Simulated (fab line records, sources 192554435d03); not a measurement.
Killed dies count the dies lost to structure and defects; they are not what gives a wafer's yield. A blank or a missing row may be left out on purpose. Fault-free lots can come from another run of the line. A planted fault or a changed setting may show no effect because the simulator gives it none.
fab line records	flow n5_finfet
record lots=24	wafers=72	last_day=17
route steps=1938 shown BEOL_M13@1690 BEOL_M14@1733
lots with no fault: from the same line, run without faults
start_h: hours from the record's opening day to when the first of the lot's shown wafers began	wait_h: time in hours since the lot's previous step	" unchanged from the row above	L1.1+2: a row that stands for several wafers	- no value, or no start given	* or withheld: withheld	< > ~ a bound
route shown NAME@n: a module of which the file shows steps, and the number in the route of the first	usual: the fault-free wafers' mean and standard deviation	same: alike in all rows	chamber/n: place in a boat	sites: the reading at each site	_std_site: the values' standard deviation	_edge_site: inner sites' mean taken away from outer sites' mean	radius_mm: for every site, how far away it sits from the centre of the wafer	mask NAME#n: copy n	behind: the last tool/chamber to shape the wafer	hold: what put the lot on hold/how long, in hours/how the hold closed	device: names the non-switching transistor (n, p or np)	end of line: the tests these same wafers got at the end of their route	step lacking rows: just its recipe	killed: the dies lost at the first sort to structure and to defects; this is not the yield of the wafer	map: shows each die of a wafer: x if killed, . if not, _ if none is there
set.NAME: setting as actually run; set.NAME@STEP: the setting as run at that earlier step	model.NAME: the simulator's own value behind a step, which no gauge read
one table for each step of the route and one row for each wafer, over a sample of lots
services: when a tool's chamber went out of use (start_h, in hours from the record's first day, below 0 if earlier), for how many hours, and the reason
## steps
# step N5_BEOL_M13_OVL_MEAS_29
# recipe points_per_wafer=44
# usual M13_OVL=-1/4.7
lot.wafer	tool	chamber	start_h	wait_h	M13_OVL[nm]
L076.3	overlay-02	0	252.46	0.0	0
L076.5	"	0	"	"	1
L076.6	"	0	"	"	-4
L075.1	overlay-02	0	254.06	0.0	-1
L075.2	"	0	"	"	1
L075.5	"	0	"	"	-1
L074.2	overlay-01	0	257.30	0.0	-2
L074.4	"	0	"	"	6
L074.5	"	0	"	"	1
L077.2	overlay-02	0	263.68	0.0	-12
L077.3	"	0	"	"	-6
L077.4	"	0	"	"	-4
L078.2	overlay-01	0	269.42	0.0	-7
L078.3	"	0	"	"	-2
L078.4	"	0	"	"	5
L079.2	overlay-01	0	273.84	0.0	-3
L079.3	"	0	"	"	-2
L079.6	"	0	"	"	-6
L080.3	overlay-01	0	283.02	0.0	-1
L080.4	"	0	"	"	-2
L080.6	"	0	"	"	-3
L082.1	overlay-01	0	285.27	0.0	4
L082.2	"	0	"	"	2
L082.3	"	0	"	"	4
L081.3	overlay-02	0	286.12	0.0	1
L081.4	"	0	"	"	-8
L081.6	"	0	"	"	0
L083.2	overlay-02	0	291.42	0.0	-1
L083.5	"	0	"	"	3
L083.6	"	0	"	"	-1
L084.2	overlay-02	0	292.37	0.0	3
L084.3	"	0	"	"	1
L084.4	"	0	"	"	-2
L085.1	overlay-01	0	316.31	0.0	4
L085.4	"	0	"	"	1
L085.5	"	0	"	"	3
L086.1	overlay-02	0	323.94	0.0	6
L086.2	"	0	"	"	5
L086.6	"	0	"	"	8
L088.2	overlay-02	0	332.29	0.0	-3
L088.5	"	0	"	"	-9
L088.6	"	0	"	"	-12
L087.1	overlay-01	0	332.47	0.0	-1
L087.2	"	0	"	"	-9
L087.4	"	0	"	"	-3
L089.1	overlay-02	0	340.91	0.0	0
L089.4	"	0	"	"	4
L089.6	"	0	"	"	-2
L090.1	overlay-01	0	346.63	0.0	0
L090.3	"	0	"	"	4
L090.5	"	0	"	"	-1
L091.2	overlay-01	0	348.83	0.0	4
L091.4	"	0	"	"	3
L091.6	"	0	"	"	5
L092.2	overlay-01	0	355.81	0.0	-6
L092.4	"	0	"	"	-7
L092.6	"	0	"	"	-6
L094.1	overlay-01	0	366.84	0.0	-10
L094.5	"	0	"	"	-8
L094.6	"	0	"	"	-7
L093.2	overlay-02	0	367.61	0.0	-2
L093.3	"	0	"	"	0
L093.5	"	0	"	"	-2
L095.1	overlay-02	0	378.18	0.0	8
L095.2	"	0	"	"	4
L095.5	"	0	"	"	9
L097.3	overlay-01	0	380.62	0.0	-1
L097.5	"	0	"	"	-5
L097.6	"	0	"	"	-12
L096.2	overlay-02	0	381.36	0.0	-6
L096.4	"	0	"	"	-6
L096.6	"	0	"	"	6
# step N5_BEOL_M13_ETCH_67
# recipe chemistry=CF4	target=SiARC	target_depth_a=1430	time_s=238.3	ion_energy_ev=80	pressure_mtorr=40	source_w=545	bias_w=36	Ar_flow_sccm=100	cf4_flow_sccm=100	ends=cleared
# usual drypump_motor_current_A=5.9/0.47	etch_rf_on_time_s=242/8.1	oes_product_au=0.69/0.064	rf_vpp_V=184.0/1.1	showerhead_plenum_p_Torr=2.14/0.058	throttle_valve_pct=15.57/0.29
lot.wafer	tool	chamber	start_h	wait_h	drypump_motor_current_A	etch_rf_on_time_s	oes_product_au	rf_hours_counter_h	rf_vpp_V	showerhead_plenum_p_Torr	throttle_valve_pct
L076.3	rie_diel-02	2	252.55	0.0	6.1	238	0.79	17	184.0	2.11	15.54
L076.5	"	2	"	"	6.1	241	0.78	-	182.2	2.11	15.54
L076.6	"	3	"	"	5.3	239	0.70	-	183.5	2.09	15.47
L075.1	rie_diel-02	3	254.16	0.0	5.3	240	0.69	75	183.6	2.09	15.46
L075.2	"	2	"	"	6.1	240	0.78	17	181.9	2.11	15.51
L075.5	"	2	"	"	6.1	242	0.78	-	183.3	2.11	15.53
L074.2	rie_diel-02	3	257.40	0.0	5.2	238	0.69	76	184.3	2.09	15.44
L074.4	"	2	"	"	6.1	238	0.78	19	184.4	2.11	15.53
L074.5	"	0	"	"	6.3	245	0.58	-	184.5	2.22	15.59
L077.2	rie_diel-03	1	263.77	0.0	5.7	240	0.62	200	183.1	2.06	16.05
L077.3	"	0	"	"	6.2	242	0.79	27	183.4	2.07	15.01
L077.4	"	3	"	"	5.7	257	0.56	242	182.9	2.20	15.91
L078.2	rie_diel-06	3	269.52	0.0	5.4	246	0.71	62	185.2	2.25	15.33
L078.3	"	0	"	"	6.0	230	0.70	105	183.5	2.17	15.84
L078.4	"	0	"	"	6.0	231	0.69	-	183.4	2.17	15.84
L079.2	rie_diel-06	3	273.94	0.0	5.4	244	0.72	64	185.8	2.25	15.35
L079.3	"	2	"	"	5.3	259	0.61	191	185.8	2.14	16.06
L079.6	"	2	"	"	5.3	258	0.60	-	182.5	2.14	16.06
L080.3	rie_diel-02	2	283.15	0.0	6.1	243	0.77	27	183.6	2.10	15.55
L080.4	"	3	"	"	5.2	239	0.68	84	182.5	2.08	15.48
L080.6	"	2	"	"	6.2	244	0.76	-	182.5	2.10	15.56
L082.1	rie_diel-02	3	285.36	0.0	5.3	236	0.69	85	184.8	2.08	15.49
L082.2	"	0	"	"	6.2	247	0.56	243	184.2	2.21	15.61
L082.3	"	2	"	"	6.1	243	0.76	28	184.0	2.10	15.57
L081.3	rie_diel-06	3	286.21	0.0	5.4	246	0.71	68	185.6	2.25	15.37
L081.4	"	1	"	"	5.5	229	0.77	39	182.9	2.10	15.40
L081.6	"	1	"	"	5.5	231	0.76	-	181.5	2.10	15.41
L083.2	rie_diel-06	0	291.57	0.0	6.0	232	0.68	112	183.8	2.16	15.86
L083.5	"	0	"	"	6.0	230	0.69	-	183.2	2.16	15.85
L083.6	"	3	"	"	5.4	243	0.71	-	185.4	2.25	15.36
L084.2	rie_diel-03	2	292.46	0.0	6.7	248	0.73	47	185.0	2.17	15.41
L084.3	"	1	"	"	5.7	235	0.62	210	183.6	2.05	16.06
L084.4	"	3	"	"	5.7	253	0.55	249	184.0	2.20	15.92
L085.1	rie_diel-02	2	316.41	0.0	6.1	245	0.75	38	183.4	2.10	15.57
L085.4	"	3	"	"	5.3	239	0.68	-	182.7	2.08	15.49
L085.5	"	2	"	"	6.1	244	0.75	-	183.4	2.10	15.58
L086.1	rie_diel-02	2	324.04	0.0	6.1	246	0.73	41	182.3	2.10	15.58
L086.2	"	3	"	"	5.3	240	0.67	98	183.4	2.08	15.51
L086.6	"	3	"	"	5.2	239	0.67	-	183.1	2.08	15.52
L088.2	rie_diel-06	0	332.39	0.0	6.0	230	0.68	123	183.9	2.16	15.86
L088.5	"	3	"	"	5.4	248	0.69	-	185.2	2.24	15.38
L088.6	"	2	"	"	5.4	261	0.59	-	185.9	2.13	16.09
L087.1	rie_diel-03	2	332.73	0.0	6.6	245	0.72	58	184.1	2.17	15.44
L087.2	"	0	"	"	6.2	236	0.75	48	183.9	2.07	15.03
L087.4	"	1	"	"	5.7	236	0.61	222	182.6	2.05	16.09
L089.1	rie_diel-06	3	341.00	0.0	5.4	247	0.69	84	186.6	2.24	15.41
L089.4	"	2	"	"	5.3	267	0.59	210	185.6	2.13	16.11
L089.6	"	2	"	"	5.4	264	0.59	-	184.3	2.13	16.09
L090.1	rie_diel-02	0	346.73	0.0	6.3	239	0.79	6	185.9	2.21	15.16
L090.3	"	3	"	"	5.2	235	0.67	104	182.8	2.08	15.52
L090.5	"	3	"	"	5.2	236	0.68	-	183.6	2.08	15.52
L091.2	rie_diel-02	2	348.92	0.0	6.1	239	0.73	48	184.0	2.10	15.60
L091.4	"	1	"	"	6.6	244	0.64	143	183.8	2.15	15.50
L091.6	"	1	"	"	6.6	243	0.64	-	184.6	2.14	15.50
L092.2	rie_diel-02	1	355.91	0.0	6.6	244	0.64	146	184.8	2.14	15.50
L092.4	"	0	"	"	6.3	238	0.78	10	183.6	2.21	15.17
L092.6	"	3	"	"	5.3	237	0.67	-	182.2	2.08	15.52
L094.1	rie_diel-02	2	366.93	0.0	6.1	241	0.72	55	183.7	2.09	15.61
L094.5	"	1	"	"	6.6	246	0.64	-	184.1	2.14	15.51
L094.6	"	0	"	"	6.3	238	0.77	-	184.9	2.21	15.16
L093.2	rie_diel-06	3	367.70	0.0	5.4	243	0.68	91	185.3	2.24	15.41
L093.3	"	0	"	"	6.1	229	0.67	134	185.4	2.16	15.89
L093.5	"	1	"	"	5.5	223	0.75	-	183.3	2.09	15.47
L095.1	rie_diel-03	3	378.76	0.0	5.7	244	0.75	20	184.1	2.19	15.49
L095.2	"	1	"	"	5.7	239	0.60	238	183.3	2.04	16.11
L095.5	"	0	"	"	6.2	238	0.73	-	183.8	2.06	15.08
L097.3	rie_diel-03	0	381.32	0.0	6.2	237	0.73	65	183.6	2.06	15.08
L097.5	"	0	"	"	6.2	238	0.73	-	183.6	2.06	15.08
L097.6	"	3	"	"	5.7	243	0.75	-	183.8	2.19	15.48
L096.2	rie_diel-03	1	382.32	0.0	5.7	237	0.60	240	181.6	2.04	16.13
L096.4	"	0	"	"	6.2	237	0.73	65	183.6	2.06	15.09
L096.6	"	2	"	"	6.6	242	0.71	-	186.1	2.16	15.47
# step N5_BEOL_M13_THK_MEAS_50
# recipe thk_meas_gauge=xrf	reads=Cu_of_BEOL_M13_ECD_47
# usual M13_THK=413/9.1
lot.wafer	tool	chamber	start_h	wait_h	M13_THK[nm]
L076.3	film_metro-01	-	255.96	-	422
L076.5	"	-	"	"	416
L076.6	"	-	"	"	413
L075.1	film_metro-01	-	257.34	-	404
L075.2	"	-	"	"	410
L075.5	"	-	"	"	410
L074.2	film_metro-01	-	260.71	-	411
L074.4	"	-	"	"	420
L074.5	"	-	"	"	413
L077.2	film_metro-02	-	266.77	-	413
L077.3	"	-	"	"	406
L077.4	"	-	"	"	403
L078.2	film_metro-02	-	275.36	-	427
L078.3	"	-	"	"	422
L078.4	"	-	"	"	422
L079.2	film_metro-01	-	276.46	-	427
L079.3	"	-	"	"	401
L079.6	"	-	"	"	403
L080.3	film_metro-02	-	285.49	-	404
L080.4	"	-	"	"	406
L080.6	"	-	"	"	406
L082.1	film_metro-02	-	289.19	-	405
L082.2	"	-	"	"	402
L082.3	"	-	"	"	408
L081.3	film_metro-01	-	290.35	-	424
L081.4	"	-	"	"	423
L081.6	"	-	"	"	420
L083.2	film_metro-02	-	297.36	-	425
L083.5	"	-	"	"	420
L083.6	"	-	"	"	429
L084.2	film_metro-01	-	298.94	-	417
L084.3	"	-	"	"	419
L084.4	"	-	"	"	404
L085.1	film_metro-02	-	322.57	-	415
L085.4	"	-	"	"	411
L085.5	"	-	"	"	414
L086.1	film_metro-01	-	330.06	-	408
L086.2	"	-	"	"	408
L086.6	"	-	"	"	409
L088.2	film_metro-01	-	336.40	-	430
L088.5	"	-	"	"	425
L088.6	"	-	"	"	400
L087.1	film_metro-01	-	339.52	-	416
L087.2	"	-	"	"	408
L087.4	"	-	"	"	411
L089.1	film_metro-01	-	344.32	-	426
L089.4	"	-	"	"	392
L089.6	"	-	"	"	398
L090.1	film_metro-01	-	349.29	-	414
L090.3	"	-	"	"	414
L090.5	"	-	"	"	412
L091.2	film_metro-01	-	355.31	-	405
L091.4	"	-	"	"	403
L091.6	"	-	"	"	404
L092.2	film_metro-01	-	359.42	-	401
L092.4	"	-	"	"	411
L092.6	"	-	"	"	407
L094.1	film_metro-01	-	370.36	-	406
L094.5	"	-	"	"	402
L094.6	"	-	"	"	410
L093.2	film_metro-01	-	372.25	-	420
L093.3	"	-	"	"	414
L093.5	"	-	"	"	426
L095.1	film_metro-02	-	383.12	-	424
L095.2	"	-	"	"	429
L095.5	"	-	"	"	409
L097.3	film_metro-02	-	385.42	-	418
L097.5	"	-	"	"	414
L097.6	"	-	"	"	425
L096.2	film_metro-01	-	385.64	-	421
L096.4	"	-	"	"	407
L096.6	"	-	"	"	421
# step N5_BEOL_M13_INSPECT_55
# recipe inspect_instrument=darkfield	mode=post_dep
# usual raw_defect_count=72/23
lot.wafer	tool	chamber	start_h	wait_h	raw_defect_count
L076.3	defect_inspect-02	-	256.11	0.0	91
L076.5	"	-	"	"	66
L076.6	"	-	"	"	70
L075.1	defect_inspect-02	-	257.49	0.0	77
L075.2	"	-	"	"	105
L075.5	"	-	"	"	114
L074.2	defect_inspect-02	-	260.87	0.0	65
L074.4	"	-	"	"	50
L074.5	"	-	"	"	64
L077.2	defect_inspect-01	-	266.96	0.0	109
L077.3	"	-	"	"	48
L077.4	"	-	"	"	33
L078.2	defect_inspect-02	-	275.54	0.0	56
L078.3	"	-	"	"	39
L078.4	"	-	"	"	44
L079.2	defect_inspect-01	-	276.61	0.0	62
L079.3	"	-	"	"	56
L079.6	"	-	"	"	49
L080.3	defect_inspect-02	-	285.65	0.0	90
L080.4	"	-	"	"	89
L080.6	"	-	"	"	52
L082.1	defect_inspect-02	-	289.35	0.0	55
L082.2	"	-	"	"	87
L082.3	"	-	"	"	78
L081.3	defect_inspect-01	-	290.54	0.0	44
L081.4	"	-	"	"	42
L081.6	"	-	"	"	45
L083.2	defect_inspect-01	-	297.52	0.0	69
L083.5	"	-	"	"	50
L083.6	"	-	"	"	76
L084.2	defect_inspect-01	-	299.10	0.0	114
L084.3	"	-	"	"	77
L084.4	"	-	"	"	112
L085.1	defect_inspect-02	-	322.72	0.0	47
L085.4	"	-	"	"	65
L085.5	"	-	"	"	68
L086.1	defect_inspect-01	-	330.22	0.0	53
L086.2	"	-	"	"	75
L086.6	"	-	"	"	67
L088.2	defect_inspect-01	-	336.56	0.0	76
L088.5	"	-	"	"	70
L088.6	"	-	"	"	95
L087.1	defect_inspect-01	-	339.72	0.0	49
L087.2	"	-	"	"	76
L087.4	"	-	"	"	95
L089.1	defect_inspect-02	-	344.48	0.0	172
L089.4	"	-	"	"	66
L089.6	"	-	"	"	97
L090.1	defect_inspect-02	-	349.44	0.0	67
L090.3	"	-	"	"	66
L090.5	"	-	"	"	106
L091.2	defect_inspect-01	-	355.47	0.0	45
L091.4	"	-	"	"	75
L091.6	"	-	"	"	79
L092.2	defect_inspect-02	-	359.57	0.0	78
L092.4	"	-	"	"	100
L092.6	"	-	"	"	46
L094.1	defect_inspect-01	-	370.53	0.0	105
L094.5	"	-	"	"	68
L094.6	"	-	"	"	67
L093.2	defect_inspect-01	-	372.40	0.0	86
L093.3	"	-	"	"	48
L093.5	"	-	"	"	88
L095.1	defect_inspect-01	-	383.27	0.0	87
L095.2	"	-	"	"	94
L095.5	"	-	"	"	65
L097.3	defect_inspect-02	-	385.57	0.0	41
L097.5	"	-	"	"	54
L097.6	"	-	"	"	98
L096.2	defect_inspect-02	-	385.79	0.0	39
L096.4	"	-	"	"	52
L096.6	"	-	"	"	43
# step N5_BEOL_M14_STRIP_64
# recipe chemistry=O2	power_w=600	temp_c=60	pressure_mtorr=30	rf_frequency_hz=6e+07	bias_power_w=0	overash_fraction=0.3	o2_flow_sccm=225
# usual drypump_motor_current_A=5.5/0.38	oes_product_au=0.80/0.083	rf_vpp_V=3.7/0.49	showerhead_plenum_p_Torr=2.08/0.091	throttle_valve_pct=16.6/0.3
# same overash_fraction=0.3
lot.wafer	tool	chamber	start_h	wait_h	drypump_motor_current_A	oes_product_au	rf_hours_counter_h	rf_vpp_V	showerhead_plenum_p_Torr	throttle_valve_pct
L076.3	rie_diel-01	0	-	-	6.0	0.88	67	3.4	2.01	16.3
L076.5	"	2	"	"	5.4	0.80	-	4.4	2.16	16.8
L076.6	"	1	"	"	5.2	0.74	-	3.6	2.06	16.7
L075.1	rie_diel-05	1	-	-	5.6	0.76	100	3.5	2.03	16.5
L075.2	"	2	"	"	5.7	0.74	171	3.5	1.93	17.2
L075.5	"	2	"	"	5.7	0.75	-	3.6	1.93	17.2
L074.2	rie_diel-05	3	-	-	5.0	0.68	248	3.8	2.15	16.8
L074.4	"	1	"	"	5.6	0.76	101	2.9	2.03	16.5
L074.5	"	3	"	"	5.0	0.68	-	4.2	2.15	16.8
L077.2	rie_diel-05	0	-	-	4.9	0.70	223	3.7	1.96	16.7
L077.3	"	2	"	"	5.7	0.74	175	4.2	1.93	17.2
L077.4	"	0	"	"	4.9	0.70	-	4.9	1.96	16.7
L078.2	rie_diel-04	1	-	-	5.6	0.94	28	3.0	2.20	16.3
L078.3	"	2	"	"	5.7	0.90	19	3.6	2.12	16.6
L078.4	"	3	"	"	5.0	0.84	39	3.8	2.14	16.2
L079.2	rie_diel-05	1	-	-	5.6	0.76	109	3.1	2.02	16.5
L079.3	"	2	"	"	5.7	0.74	180	4.5	1.93	17.2
L079.6	"	1	"	"	5.5	0.76	-	4.3	2.02	16.5
L080.3	rie_diel-05	1	-	-	5.6	0.75	114	4.4	2.02	16.5
L080.4	"	0	"	"	4.8	0.69	232	3.3	1.95	16.8
L080.6	"	1	"	"	5.6	0.75	-	3.6	2.02	16.5
L082.1	rie_diel-04	0	-	-	6.0	0.85	53	3.6	2.13	16.4
L082.2	"	3	"	"	5.1	0.84	45	4.9	2.14	16.2
L082.3	"	1	"	"	5.6	0.94	32	3.0	2.20	16.3
L081.3	rie_diel-05	2	-	-	5.7	0.72	187	4.0	1.93	17.2
L081.4	"	3	"	"	5.0	0.94	2	4.3	2.15	16.4
L081.6	"	3	"	"	5.0	0.95	-	3.4	2.15	16.4
L083.2	rie_diel-01	0	-	-	6.0	0.87	78	3.4	2.01	16.3
L083.5	"	1	"	"	5.2	0.74	-	3.7	2.06	16.8
L083.6	"	2	"	"	5.4	0.78	-	3.0	2.15	16.8
L084.2	rie_diel-01	0	-	-	6.0	0.86	78	4.2	2.01	16.3
L084.3	"	2	"	"	5.4	0.79	112	3.0	2.15	16.9
L084.4	"	3	"	"	5.9	0.68	237	3.6	2.18	17.0
L085.1	rie_diel-04	3	-	-	5.0	0.83	56	3.9	2.14	16.2
L085.4	"	0	"	"	6.0	0.82	63	3.7	2.12	16.4
L085.5	"	2	"	"	5.7	0.87	-	3.8	2.11	16.6
L086.1	rie_diel-05	3	-	-	5.0	0.93	10	4.2	2.14	16.4
L086.2	"	1	"	"	5.6	0.74	129	3.7	2.02	16.5
L086.6	"	2	"	"	5.7	0.73	-	2.8	1.92	17.2
L088.2	rie_diel-04	2	-	-	5.7	0.87	41	3.5	2.11	16.7
L088.5	"	2	"	"	5.7	0.87	-	4.4	2.11	16.7
L088.6	"	3	"	"	5.0	0.82	-	4.7	2.14	16.2
L087.1	rie_diel-04	3	-	-	5.1	0.81	62	3.0	2.14	16.3
L087.2	"	0	"	"	6.0	0.81	69	3.7	2.12	16.5
L087.4	"	1	"	"	5.6	0.90	48	3.3	2.19	16.4
L089.1	rie_diel-04	0	-	-	6.0	0.82	70	3.8	2.12	16.4
L089.4	"	2	"	"	5.6	0.86	44	2.9	2.11	16.7
L089.6	"	3	"	"	5.1	0.82	-	2.9	2.14	16.3
L090.1	rie_diel-04	1	-	-	5.6	0.89	51	3.4	2.19	16.4
L090.3	"	2	"	"	5.7	0.86	46	3.5	2.11	16.7
L090.5	"	2	"	"	5.7	0.86	-	3.4	2.11	16.7
L091.2	rie_diel-04	1	-	-	5.6	0.90	53	3.7	2.19	16.4
L091.4	"	2	"	"	5.6	0.85	48	2.8	2.11	16.7
L091.6	"	0	"	"	6.0	0.81	-	3.6	2.12	16.5
L092.2	rie_diel-01	0	-	-	6.0	0.84	100	3.4	2.00	16.4
L092.4	"	1	"	"	5.2	0.72	218	3.6	2.05	16.8
L092.6	"	2	"	"	5.4	0.76	-	3.6	2.14	16.9
L094.1	rie_diel-05	3	-	-	5.0	0.88	24	3.0	2.14	16.4
L094.5	"	1	"	"	5.5	0.72	-	2.9	2.01	16.6
L094.6	"	2	"	"	5.7	0.71	-	3.1	1.92	17.2
L093.2	rie_diel-05	2	-	-	5.7	0.71	217	3.7	1.92	17.2
L093.3	"	1	"	"	5.5	0.72	146	3.9	2.01	16.6
L093.5	"	0	"	"	4.8	0.96	-	3.4	2.21	16.3
L095.1	rie_diel-05	3	-	-	5.0	0.87	29	4.0	2.14	16.4
L095.2	"	0	"	"	4.9	0.94	10	3.9	2.21	16.3
L095.5	"	3	"	"	5.0	0.87	-	4.4	2.14	16.4
L097.3	rie_diel-05	0	-	-	4.9	0.94	11	3.6	2.21	16.3
L097.5	"	3	"	"	5.0	0.87	-	3.7	2.13	16.4
L097.6	"	2	"	"	5.7	0.72	-	4.2	1.91	17.3
L096.2	rie_diel-01	1	-	-	5.2	0.71	227	3.5	2.05	16.8
L096.4	"	3	"	"	5.9	0.94	13	3.7	2.17	16.6
L096.6	"	0	"	"	6.0	0.83	-	3.8	2.00	16.4
# step N5_BEOL_M14_INSPECT_30
# recipe mode=adi	inspect_instrument=macro
# usual raw_defect_count=2.0/1.2
lot.wafer	tool	chamber	start_h	wait_h	raw_defect_count
L076.3	defect_inspect-02	-	257.86	0.0	4
L076.5	"	-	"	"	1
L076.6	"	-	"	"	3
L075.1	defect_inspect-02	-	260.10	0.0	2
L075.2	"	-	"	"	2
L075.5	"	-	"	"	1
L074.2	defect_inspect-02	-	262.43	0.0	3
L074.4	"	-	"	"	1
L074.5	"	-	"	"	2
L077.2	defect_inspect-01	-	268.65	0.0	1
L077.3	"	-	"	"	1
L077.4	"	-	"	"	2
L078.2	defect_inspect-02	-	277.25	0.0	1
L078.3	"	-	"	"	1
L078.4	"	-	"	"	2
L079.2	defect_inspect-02	-	278.23	0.0	4
L079.3	"	-	"	"	2
L079.6	"	-	"	"	3
L080.3	defect_inspect-01	-	287.09	0.0	2
L080.4	"	-	"	"	1
L080.6	"	-	"	"	3
L082.1	defect_inspect-02	-	291.26	0.0	1
L082.2	"	-	"	"	2
L082.3	"	-	"	"	2
L081.3	defect_inspect-01	-	292.16	0.0	1
L081.4	"	-	"	"	3
L081.6	"	-	"	"	0
L083.2	defect_inspect-01	-	299.57	0.0	3
L083.5	"	-	"	"	1
L083.6	"	-	"	"	4
L084.2	defect_inspect-01	-	301.08	0.0	6
L084.3	"	-	"	"	1
L084.4	"	-	"	"	3
L085.1	defect_inspect-02	-	324.41	0.0	0
L085.4	"	-	"	"	2
L085.5	"	-	"	"	3
L086.1	defect_inspect-02	-	331.89	0.0	1
L086.2	"	-	"	"	3
L086.6	"	-	"	"	2
L088.2	defect_inspect-02	-	338.12	0.0	2
L088.5	"	-	"	"	4
L088.6	"	-	"	"	1
L087.1	defect_inspect-01	-	341.28	0.0	2
L087.2	"	-	"	"	2
L087.4	"	-	"	"	2
L089.1	defect_inspect-02	-	346.16	0.0	1
L089.4	"	-	"	"	3
L089.6	"	-	"	"	1
L090.1	defect_inspect-01	-	350.88	0.0	3
L090.3	"	-	"	"	1
L090.5	"	-	"	"	3
L091.2	defect_inspect-02	-	357.04	0.0	2
L091.4	"	-	"	"	0
L091.6	"	-	"	"	2
L092.2	defect_inspect-01	-	361.39	0.0	2
L092.4	"	-	"	"	1
L092.6	"	-	"	"	0
L094.1	defect_inspect-02	-	371.97	0.0	1
L094.5	"	-	"	"	0
L094.6	"	-	"	"	1
L093.2	defect_inspect-02	-	373.84	0.0	3
L093.3	"	-	"	"	2
L093.5	"	-	"	"	4
L095.1	defect_inspect-01	-	384.83	0.0	4
L095.2	"	-	"	"	0
L095.5	"	-	"	"	4
L097.3	defect_inspect-02	-	387.32	0.0	3
L097.5	"	-	"	"	0
L097.6	"	-	"	"	3
L096.2	defect_inspect-02	-	387.50	0.0	2
L096.4	"	-	"	"	4
L096.6	"	-	"	"	1
## services
tool	chamber	start_h	hours	kind
rie_diel-05	0	245.48	11.8	repair
rie_diel-01	-	259.93	15.6	pm
rie_diel-05	3	266.21	-	clean
rie_diel-05	3	266.21	-	consumable_replace:focus_ring
rie_diel-05	3	266.21	19.3	scheduled_down
rie_diel-05	3	266.21	19.3	vent_cycle
rie_diel-06	1	268.83	5.7	repair
rie_diel-01	1	286.84	1.3	repair
rie_diel-03	0	288.35	3.7	repair
rie_diel-05	3	295.88	15.1	repair
rie_diel-03	3	298.09	-	clean
rie_diel-03	3	298.09	-	consumable_replace:focus_ring
rie_diel-02	0	307.50	-	clean
rie_diel-02	0	307.50	-	consumable_replace:focus_ring
rie_diel-01	0	311.92	8.4	repair
rie_diel-05	0	314.81	2.2	repair
rie_diel-05	0	342.27	-	clean
rie_diel-05	0	342.27	-	consumable_replace:focus_ring
rie_diel-05	0	342.27	-	consumable_replace:showerhead
rie_diel-05	0	342.27	16.1	scheduled_down
rie_diel-05	0	342.27	16.1	vent_cycle
rie_diel-06	-	351.47	2.8	pm
rie_diel-06	-	371.00	14.6	pm
rie_diel-02	0	376.49	31.0	repair
## key
fault none
